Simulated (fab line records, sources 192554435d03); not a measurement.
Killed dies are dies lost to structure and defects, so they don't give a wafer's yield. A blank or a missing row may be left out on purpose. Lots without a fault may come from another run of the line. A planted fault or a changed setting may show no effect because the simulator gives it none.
Which tool did it? | flow n5_finfet | 20 lots, 60 wafers sampled, at 6 steps of a route of 1938

WHAT THE GAUGES READ, wafer by wafer
The record holds no reading of a measuring or inspecting step that can be judged against a usual standard deviation.

WHICH TOOL RAN EACH LOT (tool, then ch and the chambers of the sampled wafers, then the start)
lot  | N5_FIN_SAQP_DESCUM_21             | N5_FIN_SAQP_ETCH_65             | N5_FIN_SAQP_ETCH_34               | N5_FIN_SAQP_STRIP_77              | N5_FIN_CUT_DESCUM_13              | N5_STI_FIN_REVEAL_ALD_00
L074 | rie_diel-01 ch 0,3, day 1 21:34   | rie_si-04 ch 0,1,3, day 1 23:44 | rie_diel-04 ch 0,1,3, day 2 01:14 | rie_diel-04 ch 0,1,3, day 2 01:16 | rie_diel-02 ch 1,2, day 2 02:08   | ald_sin-02 ch 0,2, day 2 03:05
L075 | rie_diel-01 ch 0,1, day 2 04:56   | rie_si-04 ch 0,3, day 2 07:37   | rie_diel-04 ch 0,2, day 2 09:14   | rie_diel-04 ch 0,2, day 2 09:16   | rie_diel-02 ch 0,1,2, day 2 10:16 | ald_sin-03 ch 1,3, day 2 11:14
L076 | rie_diel-05 ch 1,2, day 2 09:41   | rie_si-03 ch 1,2,3, day 2 12:07 | rie_diel-05 ch 0,2,3, day 2 13:42 | rie_diel-05 ch 0,2,3, day 2 13:43 | rie_diel-06 ch 1,2,3, day 2 14:54 | ald_sin-03 ch 1,2,3, day 2 15:57
L077 | rie_diel-04 ch 1,2,3, day 2 16:56 | rie_si-04 ch 0,2,3, day 2 19:06 | rie_diel-05 ch 0,1,3, day 2 20:37 | rie_diel-05 ch 0,1,3, day 2 20:38 | rie_diel-06 ch 0,2,3, day 2 21:34 | ald_sin-01 ch 0,1,3, day 2 22:31
L078 | rie_diel-01 ch 0,1, day 2 21:49   | rie_si-02 ch 0,1,3, day 3 00:05 | rie_diel-05 ch 0,3, day 3 01:39   | rie_diel-05 ch 0,3, day 3 01:40   | rie_diel-06 ch 1,2, day 3 02:32   | ald_sin-02 ch 2,3, day 3 03:30
L080 | rie_diel-04 ch 0,2, day 3 10:54   | rie_si-04 ch 0,3, day 3 13:24   | rie_diel-01 ch 1,2, day 3 15:31   | rie_diel-01 ch 1,2, day 3 15:33   | rie_diel-03 ch 0,2, day 3 17:05   | ald_sin-01 ch 0,1,3, day 3 18:10
L083 | rie_diel-04 ch 0,2,3, day 4 04:11 | rie_si-02 ch 1,2,3, day 4 06:26 | rie_diel-05 ch 0,2,3, day 4 08:52 | rie_diel-05 ch 0,2,3, day 4 08:53 | rie_diel-06 ch 2,3, day 4 09:54   | ald_sin-03 ch 1,2,3, day 4 10:53
L084 | rie_diel-05 ch 0,1,2, day 4 10:17 | rie_si-04 ch 0,2, day 4 12:45   | rie_diel-01 ch 0,3, day 4 15:16   | rie_diel-01 ch 0,3, day 4 15:17   | rie_diel-06 ch 2,3, day 4 16:18   | ald_sin-02 ch 1,2,3, day 4 17:35
L085 | rie_diel-05 ch 0,2, day 4 16:23   | rie_si-03 ch 1,3, day 4 19:15   | rie_diel-04 ch 0,1, day 4 21:48   | rie_diel-04 ch 0,1, day 4 21:49   | rie_diel-03 ch 2,3, day 4 23:43   | ald_sin-03 ch 0,2,3, day 5 00:41
L086 | rie_diel-04 ch 2,3, day 4 23:59   | rie_si-03 ch 0,3, day 5 02:32   | rie_diel-04 ch 0,1, day 5 04:07   | rie_diel-04 ch 0,1, day 5 04:09   | rie_diel-06 ch 0,2,3, day 5 05:02 | ald_sin-01 ch 0,1, day 5 05:58
L087 | rie_diel-04 ch 1,2,3, day 5 06:52 | rie_si-03 ch 2,3, day 5 09:03   | rie_diel-04 ch 1,2, day 5 10:58   | rie_diel-04 ch 1,2, day 5 10:59   | rie_diel-02 ch 0,1, day 5 11:52   | ald_sin-02 ch 0,1,2, day 5 14:32
L088 | rie_diel-05 ch 0,2, day 5 11:06   | rie_si-03 ch 0,1,2, day 5 16:02 | rie_diel-04 ch 0,3, day 5 17:43   | rie_diel-04 ch 0,3, day 5 17:44   | rie_diel-06 ch 0,3, day 5 18:57   | ald_sin-03 ch 0,1,2, day 5 19:54
L089 | rie_diel-04 ch 0,2,3, day 5 18:50 | rie_si-02 ch 0,2, day 5 21:17   | rie_diel-01 ch 1,2,3, day 5 23:30 | rie_diel-01 ch 1,2,3, day 5 23:31 | rie_diel-03 ch 1,2,3, day 6 00:31 | ald_sin-01 ch 0,2,3, day 6 02:05
L090 | rie_diel-05 ch 0,3, day 6 00:17   | rie_si-02 ch 1,3, day 6 02:43   | rie_diel-04 ch 0,1,2, day 6 04:13 | rie_diel-04 ch 0,1,2, day 6 04:15 | rie_diel-06 ch 0,2,3, day 6 05:53 | ald_sin-01 ch 1,2,3, day 6 06:52
L091 | rie_diel-05 ch 1,2,3, day 6 06:28 | rie_si-04 ch 0,3, day 6 08:38   | rie_diel-01 ch 1,2, day 6 10:21   | rie_diel-01 ch 1,2, day 6 10:22   | rie_diel-06 ch 1,2,3, day 6 11:18 | ald_sin-02 ch 1,2,3, day 6 12:36
L092 | rie_diel-05 ch 1,2,3, day 6 10:29 | rie_si-02 ch 0,2,3, day 6 13:19 | rie_diel-01 ch 2,3, day 6 15:47   | rie_diel-01 ch 2,3, day 6 15:48   | rie_diel-06 ch 0,1,2, day 6 16:40 | ald_sin-02 ch 0,1, day 6 17:38
L093 | rie_diel-04 ch 0,2, day 6 16:56   | rie_si-02 ch 0,1,3, day 6 19:40 | rie_diel-01 ch 2,3, day 6 21:16   | rie_diel-01 ch 2,3, day 6 21:18   | rie_diel-03 ch 0,1, day 6 22:31   | ald_sin-03 ch 0,1,2, day 6 23:31
L095 | rie_diel-04 ch 0,1,2, day 7 04:36 | rie_si-04 ch 0,1,2, day 7 07:40 | rie_diel-05 ch 0,1, day 7 09:25   | rie_diel-05 ch 0,1, day 7 09:26   | rie_diel-06 ch 0,2,3, day 7 10:18 | ald_sin-03 ch 1,2, day 7 11:16
L096 | rie_diel-04 ch 1,2,3, day 7 10:29 | rie_si-03 ch 0,2,3, day 7 12:46 | rie_diel-04 ch 0,2, day 7 14:34   | rie_diel-04 ch 0,2, day 7 14:35   | rie_diel-03 ch 0,1,2, day 7 15:39 | ald_sin-02 ch 0,1, day 7 16:48
L097 | rie_diel-05 ch 0,1,2, day 7 15:29 | rie_si-04 ch 0,1, day 7 17:44   | rie_diel-05 ch 1,2,3, day 7 19:50 | rie_diel-05 ch 1,2,3, day 7 19:51 | rie_diel-03 ch 1,2, day 7 20:52   | ald_sin-03 ch 0,1,3, day 7 22:02
- N5_FIN_SAQP_DESCUM_21: chemistry O2, time 7.9 s.
- N5_FIN_SAQP_ETCH_65: etches SiO2 in CF4, target depth 4 nm, time 4.4 s.
- N5_FIN_SAQP_ETCH_34: etches SiO2 in C4F6/O2, target depth 45 nm, time 15 s.
- N5_FIN_SAQP_STRIP_77: strips in N2/H2, time 90 s.
- N5_FIN_CUT_DESCUM_13: chemistry O2, time 7 s.
- N5_STI_FIN_REVEAL_ALD_00: deposits SiO2, target thk 1 nm, pulse time 1 s.

WHAT THE TOOLS THEMSELVES READ (means of the sampled wafers that have a number; where no wafer has one, the mark that the record gives instead)
N5_FIN_SAQP_DESCUM_21.
lot  | tool        | drypump_motor_current_A (A) | oes_product_au (a.u.) | rf_vpp_V (V) | showerhead_plenum_p_Torr (Torr) | throttle_valve_pct (%)
L074 | rie_diel-01 | 5.2                         | 0.82                  | 241.9        | 2.05                            | 20.49
L075 | rie_diel-01 | 6.2                         | 0.94                  | 244.2        | 2.15                            | 20.68
L076 | rie_diel-05 | 6.5                         | 0.79                  | 243.1        | 2.14                            | 20.36
L077 | rie_diel-04 | 5.7                         | 0.77                  | 244.7        | 2.15                            | 20.25
L078 | rie_diel-01 | 6.2                         | 0.94                  | 243.4        | 2.14                            | 20.70
L080 | rie_diel-04 | 6.4                         | 0.72                  | 241.9        | 2.05                            | 20.18
L083 | rie_diel-04 | 6.0                         | 0.73                  | 243.6        | 2.11                            | 20.15
L084 | rie_diel-05 | 6.1                         | 0.80                  | 244.1        | 2.11                            | 20.32
L085 | rie_diel-05 | 6.3                         | 0.83                  | 242.6        | 2.09                            | 20.27
L086 | rie_diel-04 | 5.7                         | 0.72                  | 244.7        | 2.17                            | 20.15
L087 | rie_diel-04 | 5.7                         | 0.75                  | 244.0        | 2.15                            | 20.31
L088 | rie_diel-05 | 5.9                         | 0.84                  | 243.6        | 2.06                            | 20.22
L089 | rie_diel-04 | 6.0                         | 0.72                  | 242.7        | 2.10                            | 20.18
L090 | rie_diel-05 | 5.6                         | 0.83                  | 242.9        | 2.09                            | 20.29
L091 | rie_diel-05 | 6.1                         | 0.76                  | 244.7        | 2.16                            | 20.47
L092 | rie_diel-05 | 6.1                         | 0.76                  | 244.4        | 2.16                            | 20.46
L093 | rie_diel-04 | 6.3                         | 0.70                  | 242.2        | 2.04                            | 20.23
L095 | rie_diel-04 | 6.0                         | 0.73                  | 243.2        | 2.08                            | 20.36
L096 | rie_diel-04 | 5.7                         | 0.73                  | 244.1        | 2.14                            | 20.32
L097 | rie_diel-05 | 6.2                         | 0.76                  | 243.5        | 2.09                            | 20.38

N5_FIN_SAQP_ETCH_65.
lot  | tool      | drypump_motor_current_A (A) | oes_product_au (a.u.) | throttle_valve_pct (%)
L074 | rie_si-04 | 6.0                         | 1.017                 | 21.83
L075 | rie_si-04 | 6.2                         | 1.013                 | 21.69
L076 | rie_si-03 | 6.0                         | 0.986                 | 21.66
L077 | rie_si-04 | 6.2                         | 1.009                 | 21.70
L078 | rie_si-02 | 5.5                         | 0.996                 | 21.66
L080 | rie_si-04 | 6.1                         | 1.001                 | 21.71
L083 | rie_si-02 | 5.6                         | 1.010                 | 21.71
L084 | rie_si-04 | 6.2                         | 1.007                 | 21.68
L085 | rie_si-03 | 6.0                         | 1.004                 | 21.49
L086 | rie_si-03 | 5.7                         | 1.004                 | 21.48
L087 | rie_si-03 | 5.7                         | 0.988                 | 21.67
L088 | rie_si-03 | 6.1                         | 0.995                 | 21.80
L089 | rie_si-02 | 5.5                         | 0.984                 | 21.70
L090 | rie_si-02 | 5.6                         | 1.014                 | 21.68
L091 | rie_si-04 | 6.2                         | 0.997                 | 21.71
L092 | rie_si-02 | 5.5                         | 0.994                 | 21.66
L093 | rie_si-02 | 5.5                         | 1.008                 | 21.66
L095 | rie_si-04 | 6.0                         | 1.010                 | 21.82
L096 | rie_si-03 | 5.7                         | 0.986                 | 21.65
L097 | rie_si-04 | 5.8                         | 1.019                 | 21.94

N5_FIN_SAQP_ETCH_34.
lot  | tool        | O2_flow_sccm (sccm) | drypump_motor_current_A (A) | etch_rf_on_time_s (s) | oes_f_703_au (a.u.) | oes_product_au (a.u.) | rf_vpp_V (V) | showerhead_plenum_p_Torr (Torr) | throttle_valve_pct (%)
L074 | rie_diel-04 | 10.00               | 6.0                         | 15.03                 | 0.78                | 0.67                  | 667          | 2.86                            | 20.93
L075 | rie_diel-04 | 10.03               | 6.0                         | 15.05                 | 0.72                | 0.62                  | 660          | 2.87                            | 20.75
L076 | rie_diel-05 | 9.97                | 5.9                         | 15.08                 | 0.85                | 0.73                  | 666          | 2.89                            | 20.97
L077 | rie_diel-05 | 10.00               | 5.8                         | 15.00                 | 0.81                | 0.70                  | 672          | 2.91                            | 21.01
L078 | rie_diel-05 | 9.99                | 5.6                         | 14.93                 | 0.86                | 0.74                  | 669          | 2.86                            | 20.93
L080 | rie_diel-01 | 10.01               | 6.6                         | 14.97                 | 0.85                | 0.73                  | 670          | 2.89                            | 21.28
L083 | rie_diel-05 | 9.96                | 5.9                         | 15.01                 | 0.83                | 0.71                  | 667          | 2.89                            | 21.00
L084 | rie_diel-01 | 9.98                | 5.2                         | 14.92                 | 0.80                | 0.68                  | 660          | 2.78                            | 21.19
L085 | rie_diel-04 | 9.99                | 6.3                         | 15.12                 | 0.76                | 0.65                  | 666          | 2.76                            | 20.92
L086 | rie_diel-04 | 10.02               | 6.0                         | 14.95                 | 0.79                | 0.67                  | 666          | 2.81                            | 21.11
L087 | rie_diel-04 | 9.98                | 5.7                         | 14.96                 | 0.78                | 0.66                  | 664          | 2.88                            | 21.12
L088 | rie_diel-04 | 9.98                | 6.0                         | 15.00                 | 0.73                | 0.63                  | 665          | 2.88                            | 20.83
L089 | rie_diel-01 | 9.97                | 6.1                         | 15.02                 | 0.79                | 0.67                  | 667          | 2.82                            | 21.19
L090 | rie_diel-04 | 10.00               | 6.0                         | 14.86                 | 0.74                | 0.63                  | 663          | 2.83                            | 20.96
L091 | rie_diel-01 | 9.99                | 6.6                         | 15.22                 | 0.78                | 0.66                  | 669          | 2.86                            | 21.17
L092 | rie_diel-01 | 10.06               | 6.1                         | 15.12                 | 0.73                | 0.61                  | 666          | 2.79                            | 21.08
L093 | rie_diel-01 | 9.98                | 5.6                         | 15.01                 | 0.73                | 0.62                  | 660          | 2.76                            | 21.10
L095 | rie_diel-05 | 10.00               | 5.8                         | 15.11                 | 0.77                | 0.67                  | 674          | 2.82                            | 20.96
L096 | rie_diel-04 | 10.00               | 6.0                         | 15.05                 | 0.69                | 0.59                  | 658          | 2.85                            | 20.83
L097 | rie_diel-05 | 9.99                | 6.1                         | 15.02                 | 0.75                | 0.64                  | 670          | 2.92                            | 21.15

N5_FIN_SAQP_STRIP_77.
lot  | tool        | drypump_motor_current_A (A) | oes_product_au (a.u.) | rf_vpp_V (V) | showerhead_plenum_p_Torr (Torr) | throttle_valve_pct (%)
L074 | rie_diel-04 | 6.0                         | 0.79                  | 45.5         | 3.39                            | 12.10
L075 | rie_diel-04 | 6.1                         | 0.72                  | 45.8         | 3.40                            | 12.07
L076 | rie_diel-05 | 5.9                         | 0.86                  | 45.1         | 3.42                            | 11.97
L077 | rie_diel-05 | 5.8                         | 0.82                  | 45.4         | 3.45                            | 12.04
L078 | rie_diel-05 | 5.6                         | 0.87                  | 45.9         | 3.38                            | 11.89
L080 | rie_diel-01 | 6.6                         | 0.85                  | 46.1         | 3.41                            | 12.33
L083 | rie_diel-05 | 5.9                         | 0.84                  | 45.5         | 3.42                            | 12.00
L084 | rie_diel-01 | 5.2                         | 0.79                  | 45.1         | 3.29                            | 12.25
L085 | rie_diel-04 | 6.3                         | 0.75                  | 44.5         | 3.28                            | 12.20
L086 | rie_diel-04 | 6.0                         | 0.79                  | 44.1         | 3.34                            | 12.27
L087 | rie_diel-04 | 5.7                         | 0.78                  | 46.1         | 3.43                            | 12.30
L088 | rie_diel-04 | 6.0                         | 0.73                  | 45.6         | 3.41                            | 12.05
L089 | rie_diel-01 | 6.1                         | 0.79                  | 44.5         | 3.33                            | 12.30
L090 | rie_diel-04 | 6.0                         | 0.74                  | 44.5         | 3.36                            | 12.23
L091 | rie_diel-01 | 6.6                         | 0.77                  | 45.8         | 3.38                            | 12.28
L092 | rie_diel-01 | 6.1                         | 0.71                  | 45.3         | 3.30                            | 12.24
L093 | rie_diel-01 | 5.6                         | 0.72                  | 45.1         | 3.26                            | 12.26
L095 | rie_diel-05 | 5.8                         | 0.79                  | 44.6         | 3.33                            | 12.05
L096 | rie_diel-04 | 6.0                         | 0.69                  | 45.0         | 3.38                            | 12.19
L097 | rie_diel-05 | 6.1                         | 0.75                  | 44.9         | 3.46                            | 12.24

N5_FIN_CUT_DESCUM_13.
lot  | tool        | drypump_motor_current_A (A) | oes_product_au (a.u.) | rf_vpp_V (V) | showerhead_plenum_p_Torr (Torr) | throttle_valve_pct (%)
L074 | rie_diel-02 | 6.2                         | 0.78                  | 243.6        | 2.07                            | 20.45
L075 | rie_diel-02 | 6.2                         | 0.83                  | 244.6        | 2.14                            | 20.25
L076 | rie_diel-06 | 5.7                         | 0.75                  | 244.0        | 2.18                            | 20.38
L077 | rie_diel-06 | 5.7                         | 0.76                  | 244.4        | 2.15                            | 20.42
L078 | rie_diel-06 | 5.5                         | 0.67                  | 244.5        | 2.15                            | 20.56
L080 | rie_diel-03 | 6.2                         | 0.71                  | 242.1        | 2.05                            | 20.56
L083 | rie_diel-06 | 5.4                         | 0.93                  | 244.6        | 2.17                            | 20.26
L084 | rie_diel-06 | 5.4                         | 0.93                  | 244.7        | 2.17                            | 20.27
L085 | rie_diel-03 | 5.3                         | 0.72                  | 242.3        | 2.05                            | 20.63
L086 | rie_diel-06 | 5.7                         | 0.83                  | 244.4        | 2.14                            | 20.34
L087 | rie_diel-02 | 6.2                         | 0.81                  | 244.4        | 2.20                            | 20.07
L088 | rie_diel-06 | 5.9                         | 0.74                  | 243.8        | 2.12                            | 20.43
L089 | rie_diel-03 | 5.5                         | 0.74                  | 242.6        | 2.09                            | 20.60
L090 | rie_diel-06 | 5.7                         | 0.82                  | 244.5        | 2.14                            | 20.37
L091 | rie_diel-06 | 5.7                         | 0.91                  | 244.6        | 2.16                            | 20.20
L092 | rie_diel-06 | 5.8                         | 0.85                  | 243.1        | 2.12                            | 20.35
L093 | rie_diel-03 | 6.4                         | 0.86                  | 242.6        | 2.09                            | 20.40
L095 | rie_diel-06 | 5.7                         | 0.80                  | 243.3        | 2.14                            | 20.38
L096 | rie_diel-03 | 6.0                         | 0.80                  | 242.1        | 2.08                            | 20.47
L097 | rie_diel-03 | 5.5                         | 0.76                  | 242.6        | 2.07                            | 20.55

N5_STI_FIN_REVEAL_ALD_00.
lot  | tool       | heater_power_w (W) | precursor_pulse_height_rel
L074 | ald_sin-02 | 476                | 1.017
L075 | ald_sin-03 | 535                | 1.014
L076 | ald_sin-03 | 503                | 0.991
L077 | ald_sin-01 | 431                | 0.994
L078 | ald_sin-02 | 460                | 1.005
L080 | ald_sin-01 | 437                | 1.004
L083 | ald_sin-03 | 500                | 0.998
L084 | ald_sin-02 | 463                | 1.001
L085 | ald_sin-03 | 478                | 1.016
L086 | ald_sin-01 | 453                | 1.004
L087 | ald_sin-02 | 474                | 1.000
L088 | ald_sin-03 | 463                | 1.004
L089 | ald_sin-01 | 453                | 0.991
L090 | ald_sin-01 | 447                | 1.003
L091 | ald_sin-02 | 461                | 0.997
L092 | ald_sin-02 | 478                | 1.008
L093 | ald_sin-03 | 467                | 0.994
L095 | ald_sin-03 | 482                | 0.971
L096 | ald_sin-02 | 482                | 0.998
L097 | ald_sin-03 | 488                | 1.012

THE ANSWER, worked out from the rows above alone
Rule: what is usual is taken from the lots themselves. Put in order of their means at a reading, lots are off if they are a third of the lots or fewer, leave a main group of 4 or more, and stand apart from it by a gap of 3 or more times the standard deviation of the main group's means; of several such gaps the widest counts. A main group whose means are all the same, to the digits that the tables above print for the reading, isn't used. A lot without any number at a reading at which 4 lots or more have one is off too. The other lots that the step has rows for count as sound. The gauges are gone through in route order, then the tools' own readings, and for those a lot's mean is taken as printed above. The first step at which some lot is off is used, and at that step the reading that is off furthest; a lot without a number counts as furthest.
No lot is off at any reading shown: from this, nothing can be told.

WHAT THE SIMULATOR HAD PUT IN
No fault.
